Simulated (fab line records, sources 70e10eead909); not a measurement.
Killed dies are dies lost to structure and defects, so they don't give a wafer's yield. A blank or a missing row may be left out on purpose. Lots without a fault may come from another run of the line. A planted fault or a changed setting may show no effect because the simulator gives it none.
Which tool did it? | flow nand_harc | 7 lots, 21 wafers sampled, at 1 step of a route of 1302

WHAT THE GAUGES READ, wafer by wafer
NHARC_A_CONTACT_INSPECT_23.
lot  | measured     | on                | raw_defect_count
L576 | day 22 22:41 | defect_inspect-01 | 536 437 390
L580 | day 23 15:00 | defect_inspect-02 | 775 620 434
L589 | day 27 23:37 | defect_inspect-02 | 533 383 521
L593 | day 28 14:04 | defect_inspect-02 | 630 410 363
L590 | day 28 23:14 | defect_inspect-02 | 513 449 499
L595 | day 30 00:38 | defect_inspect-02 | 534 607 591
L596 | day 30 17:35 | defect_inspect-02 | 329 383 368

WHICH TOOL RAN EACH LOT (tool, then ch and the chambers of the sampled wafers, then the start)
The record holds no process step before these readings.

THE ANSWER, worked out from the rows above alone
Rule: what is usual is taken from the lots themselves. Put in order of their means at a reading, lots are off if they are a third of the lots or fewer, leave a main group of 4 or more, and stand apart from it by a gap of 3 or more times the standard deviation of the main group's means; of several such gaps the widest counts. A main group whose means are all the same, to the digits that the tables above print for the reading, isn't used. A lot without any number at a reading at which 4 lots or more have one is off too. The other lots that the step has rows for count as sound.
No lot is off at any reading shown: from this, nothing can be told.

WHAT THE SIMULATOR HAD PUT IN
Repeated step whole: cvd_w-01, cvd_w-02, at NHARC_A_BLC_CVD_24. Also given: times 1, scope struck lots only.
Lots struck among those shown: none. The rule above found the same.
